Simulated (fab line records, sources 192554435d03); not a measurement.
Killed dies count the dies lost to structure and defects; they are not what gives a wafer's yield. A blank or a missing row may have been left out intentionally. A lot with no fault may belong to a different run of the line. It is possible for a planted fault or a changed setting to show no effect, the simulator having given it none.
Matching of chambers -- flow n5-finfet -- N5_GATE_CUT_SAC_CAP_01 on ald-sin-03 has 4 sister chambers
The step material SiNx, target thk 24 nm, pulse time 1 s, ald cycles 480. 8 wafers are shown with their chamber, then 8 later ones without.

== WAFERS PAIRED WITH THEIR CHAMBERS ==
wafer,chamber,heater-power-w (W),precursor-pulse-height-rel
L084.2,2,700,1.016
L086.3,2,706,1.012
L086.4,3,847,1.014
L086.5,0,849,1.049
L091.3,1,808,1.024
L091.5,3,838,0.979
L091.6,0,844,0.999
L092.3,1,810,1.001

== WAFERS WHOSE CHAMBER IS MISSING ==
wafer,heater-power-w (W),precursor-pulse-height-rel
L092.4,843,0.992
L092.6,834,1.018
L095.2,822,0.982
L095.3,824,0.971
L095.4,842,0.996
L097.2,810,1.025
L097.4,841,0.968
L097.5,841,0.996

== THE CHAMBER EACH PASSED THROUGH ==
wafer,from the rows above,in truth
L092.4,can't be placed: 3 or 0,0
L092.6,can't be placed: 3 or 0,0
L095.2,can't be placed: 1 or 3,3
L095.3,can't be placed: 1 or 3 or 0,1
L095.4,can't be placed: 3 or 0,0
L097.2,1,1
L097.4,can't be placed: 3 or 0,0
L097.5,can't be placed: 3 or 0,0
Placed correctly: 1 of 8. Unplaceable from these rows: 7, with the true chamber sitting among the candidates in 7. Placed wrongly: 0.
How it was worked out, from the rows above alone: a wafer's distance from a chamber is the root of the sum, over the readings, of the square of ((its reading less the chamber's mean) divided by the reading's scatter). The wafer belongs to the nearest chamber; if the next one is less than 2 further off, it can't be placed. The mean given for a chamber averages the wafers shown for that chamber. The scatter: take each reading less its chamber's mean, square it, sum over the shown wafers, divide by the number of wafers less the number of chambers, and take the root.
